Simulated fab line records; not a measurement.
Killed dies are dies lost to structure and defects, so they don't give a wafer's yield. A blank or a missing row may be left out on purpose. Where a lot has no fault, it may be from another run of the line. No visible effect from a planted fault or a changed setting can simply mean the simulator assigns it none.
Chamber matching :: flow n5-finfet :: ald-metal-03 running N5_HKMG_FIN_ALD_36: 4 sister chambers
The step deposits TiN, target thk 1 nm, pulse time 1 s, purge time 3 s. 4 wafers are shown with their chamber, then 7 later ones without.

## WAFERS, EACH WITH ITS CHAMBER
wafer: L083.5
chamber: 3
heater-power-w (W): 947

wafer: L089.5
chamber: 1
heater-power-w (W): 1050

wafer: L091.2
chamber: 0
heater-power-w (W): 861

wafer: L091.3
chamber: 2
heater-power-w (W): 657

## WAFERS WITHOUT THEIR CHAMBER
wafer: L091.4
heater-power-w (W): 913

wafer: L092.2
heater-power-w (W): 919

wafer: L092.5
heater-power-w (W): 673

wafer: L092.6
heater-power-w (W): 936

wafer: L093.2
heater-power-w (W): 654

wafer: L093.4
heater-power-w (W): 1034

wafer: L093.5
heater-power-w (W): 934

## CHAMBER TAKEN BY EACH
wafer: L091.4
from the rows above: can't be placed: 3 or 0
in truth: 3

wafer: L092.2
from the rows above: can't be placed: 3 or 0
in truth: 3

wafer: L092.5
from the rows above: 2
in truth: 2

wafer: L092.6
from the rows above: 3
in truth: 3

wafer: L093.2
from the rows above: 2
in truth: 2

wafer: L093.4
from the rows above: 1
in truth: 1

wafer: L093.5
from the rows above: 3
in truth: 3
5 of 7 placed correctly. Unplaceable from these rows: 2, with the true chamber sitting among the candidates in 2. 0 placed wrongly.
How it was worked out, from the rows above alone: a wafer's distance from a chamber is the root of the sum, over the readings, of the square of ((its reading less the chamber's mean) divided by the reading's scatter). If the next closest chamber is less than 2 further off than the closest, the wafer can't be placed; otherwise it belongs to the closest. A chamber's mean is the mean of its shown wafers. The scatter (one wafer shown for each chamber): square how far every hidden wafer sits from the nearest shown wafer, average those squares and take the square root.
